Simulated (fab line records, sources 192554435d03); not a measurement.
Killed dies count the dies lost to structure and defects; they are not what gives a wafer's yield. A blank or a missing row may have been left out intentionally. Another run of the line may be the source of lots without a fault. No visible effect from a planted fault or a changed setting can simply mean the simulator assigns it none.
Split-lot trial / flow n5-finfet / 21 wafers read across 7 lots, on a route 1938 steps long

== THE SPLIT ==
At N5_BEOL_M10_ILD_DEP_00 (deposits SiCOH lowk from DEMS/porogen, target thk 308.51 nm, time 58 s), the setting time-s was moved away from the recipe's 58 s on 9 of the 21 wafers read, by -14.3% to +11.4%. The other wafers ran this setting at the recipe's value.

== SPLIT TO READING: what lies between them in the file, 1 step ==
- N5_BEOL_M10_CURE_71: cures SiCOH lowk, time 240 s

== THE READING ==
At N5_BEOL_M10_THK_MEAS_01: M10_ILD_THK, given in nm. Fault-free wafers of this fab line usually give 267 nm, standard deviation 3.7 nm.

wafer=L079.1; tool, chamber at the split=pecvd-01, 2; time-s as run, s=58; against the recipe=recipe; M10_ILD_THK, nm=264; against lot-mates on the recipe=-
wafer=L079.3; tool, chamber at the split=pecvd-01, 1; time-s as run, s=58; against the recipe=recipe; M10_ILD_THK, nm=269; against lot-mates on the recipe=-
wafer=L079.4; tool, chamber at the split=pecvd-01, 1; time-s as run, s=58; against the recipe=recipe; M10_ILD_THK, nm=273; against lot-mates on the recipe=-
wafer=L078.2; tool, chamber at the split=pecvd-01, 1; time-s as run, s=62.53; against the recipe=+7.8%; M10_ILD_THK, nm=287; against lot-mates on the recipe=+16
wafer=L078.3; tool, chamber at the split=pecvd-01, 0; time-s as run, s=62.53; against the recipe=+7.8%; M10_ILD_THK, nm=284; against lot-mates on the recipe=+13
wafer=L078.6; tool, chamber at the split=pecvd-01, 1; time-s as run, s=58; against the recipe=recipe; M10_ILD_THK, nm=271; against lot-mates on the recipe=-
wafer=L084.3; tool, chamber at the split=pecvd-03, 2; time-s as run, s=58; against the recipe=recipe; M10_ILD_THK, nm=261; against lot-mates on the recipe=-
wafer=L084.4; tool, chamber at the split=pecvd-03, 0; time-s as run, s=49.98; against the recipe=-13.8%; M10_ILD_THK, nm=229; against lot-mates on the recipe=-36
wafer=L084.5; tool, chamber at the split=pecvd-03, 2; time-s as run, s=58; against the recipe=recipe; M10_ILD_THK, nm=269; against lot-mates on the recipe=-
wafer=L085.3; tool, chamber at the split=pecvd-02, 2; time-s as run, s=58; against the recipe=recipe; M10_ILD_THK, nm=262; against lot-mates on the recipe=-
wafer=L085.4; tool, chamber at the split=pecvd-02, 0; time-s as run, s=52.02; against the recipe=-10.3%; M10_ILD_THK, nm=243; against lot-mates on the recipe=-19
wafer=L085.5; tool, chamber at the split=pecvd-02, 2; time-s as run, s=52.02; against the recipe=-10.3%; M10_ILD_THK, nm=242; against lot-mates on the recipe=-20
wafer=L088.1; tool, chamber at the split=pecvd-01, 2; time-s as run, s=49.81; against the recipe=-14.1%; M10_ILD_THK, nm=225; against lot-mates on the recipe=-40
wafer=L088.3; tool, chamber at the split=pecvd-01, 0; time-s as run, s=58; against the recipe=recipe; M10_ILD_THK, nm=264; against lot-mates on the recipe=-
wafer=L088.4; tool, chamber at the split=pecvd-01, 0; time-s as run, s=58; against the recipe=recipe; M10_ILD_THK, nm=266; against lot-mates on the recipe=-
wafer=L091.2; tool, chamber at the split=pecvd-01, 1; time-s as run, s=58; against the recipe=recipe; M10_ILD_THK, nm=269; against lot-mates on the recipe=-
wafer=L091.3; tool, chamber at the split=pecvd-01, 2; time-s as run, s=49.7; against the recipe=-14.3%; M10_ILD_THK, nm=229; against lot-mates on the recipe=-40
wafer=L091.6; tool, chamber at the split=pecvd-01, 0; time-s as run, s=49.7; against the recipe=-14.3%; M10_ILD_THK, nm=234; against lot-mates on the recipe=-35
wafer=L097.2; tool, chamber at the split=pecvd-03, 2; time-s as run, s=58; against the recipe=recipe; M10_ILD_THK, nm=264; against lot-mates on the recipe=-
wafer=L097.3; tool, chamber at the split=pecvd-03, 1; time-s as run, s=64.62; against the recipe=+11.4%; M10_ILD_THK, nm=297; against lot-mates on the recipe=+31
wafer=L097.5; tool, chamber at the split=pecvd-03, 1; time-s as run, s=58; against the recipe=recipe; M10_ILD_THK, nm=268; against lot-mates on the recipe=-

THE FIT
A straight line over all 21 wafers: M10_ILD_THK changes by +2.57 nm for each +1% of time-s; r = +0.99; the points scatter about the line by 3.4 nm.
The same after taking each lot's own level away (the mean of its wafers on the recipe; 21 wafers): +2.45 nm for each +1%; r = +0.98; scatter 3.7 nm.
According to that fit, moving time-s by its largest amount changes the reading by 35 nm.
The span of the lots' own levels, 262.0 to 271.0 nm, comes to 2.4 times the standard deviation stated above.
The two slopes are in agreement: the lot-to-lot level therefore moves the slope only a little.
Check: -34.5 nm against its lot-mates is what the line predicts for one of the wafers moved furthest among these (-14.3%) when that wafer is left out of the fit. It came out at -40 nm against them.

== ADDITIONAL SPLITS CARRIED BY THESE WAFERS ==
Other splits were also applied to these wafers ahead of the reading. Each is held against what the fit with the lots' levels taken away leaves over:
other split on the same wafers=N5_BEOL_M7_TRENCH_ETCH_37 time-s; wafers away from the commonest value=6; r with M10_ILD_THK (lot level and that fit taken away)=-0.04
other split on the same wafers=N5_BEOL_M8_DESCUM_33 time-s; wafers away from the commonest value=7; r with M10_ILD_THK (lot level and that fit taken away)=-0.05
other split on the same wafers=N5_BEOL_M8_TRENCH_ETCH_37 time-s; wafers away from the commonest value=6; r with M10_ILD_THK (lot level and that fit taken away)=-0.02

== THE WHOLE CHAIN: every reading that the file lists as answering this split, in the file's order ==
step=N5_BEOL_M10_ILD_DEP_00; what it does=deposits SiCOH lowk from DEMS/porogen, target thk 308.51 nm, time 58 s; reading=SiCOH_lowk_of_BEOL_M10_ILD_DEP_00.thk-nm (the simulator's own value, which no gauge read); change (the file's fit)=+2.88 nm for each +1% of the setting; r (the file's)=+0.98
step=N5_BEOL_M10_CURE_71; what it does=cures SiCOH lowk, time 240 s; reading=SiCOH_lowk_of_BEOL_M10_ILD_DEP_00.thk-nm (the simulator's own value, which no gauge read); change (the file's fit)=+2.54 nm for each +1% of the setting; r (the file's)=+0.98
step=N5_BEOL_M10_THK_MEAS_01; what it does=; reading=M10_ILD_THK; change (the file's fit)=+2.54 for each +1% of the setting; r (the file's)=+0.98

== THE FILE'S OWN FIT ==
M10_ILD_THK changes by +2.54 nm for each +1% of time-s, r = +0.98.
